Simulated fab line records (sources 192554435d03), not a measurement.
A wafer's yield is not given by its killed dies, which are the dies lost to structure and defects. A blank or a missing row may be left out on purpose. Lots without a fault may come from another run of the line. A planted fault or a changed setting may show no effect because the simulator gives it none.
Matching of chambers    flow n5 finfet    4 sister chambers for N5_STI_FIN_REVEAL_CMP_04 on cmp-03
The step polishes, stops on Si3N4, t overpolish 4 s, target thk 131.83 nm. 8 wafers are shown with their chamber, then 9 later ones without.

== EACH WAFER AND ITS CHAMBER ==
wafer   chamber  motor current A (A)  time to endpoint s (s)
L077.6  0        9.5                  98
L079.3  2        7.9                  108
L080.2  3        8.8                  104
L080.4  1        7.9                  100
L080.5  0        9.2                  99
L087.2  2        8.1                  100
L087.3  3        8.9                  104
L087.4  1        7.9                  97

== WAFERS WITH NO CHAMBER GIVEN ==
wafer   motor current A (A)  time to endpoint s (s)
L088.3  7.8                  96
L088.4  9.0                  99
L088.5  9.3                  100
L092.1  8.1                  98
L092.3  8.9                  104
L092.4  8.9                  99
L097.2  9.5                  99
L097.5  7.5                  99
L097.6  9.1                  102

== WHICH CHAMBER EACH WENT THROUGH ==
wafer   from the rows above      in truth
L088.3  can't be placed: 1 or 2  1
L088.4  can't be placed: 3 or 0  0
L088.5  0                        0
L092.1  can't be placed: 1 or 2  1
L092.3  3                        3
L092.4  can't be placed: 3 or 0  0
L097.2  0                        0
L097.5  can't be placed: 1 or 2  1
L097.6  can't be placed: 3 or 0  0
Correctly placed: 3 of 9. Not placeable from these rows: 6 (in 6, the candidates include the true chamber). Number placed wrongly: 0.
How it was worked out, from the rows above alone: a wafer's distance from a chamber is the root of the sum, over the readings, of the square of ((its reading less the chamber's mean) divided by the reading's scatter). If the next closest chamber is less than 2 further off than the closest, the wafer can't be placed; otherwise it belongs to the closest. A chamber's mean is the mean of its shown wafers. How the scatter is found: for the shown wafers, subtract from each reading the mean of its chamber, square and add these, divide the total by (wafers less chambers), then take the root.
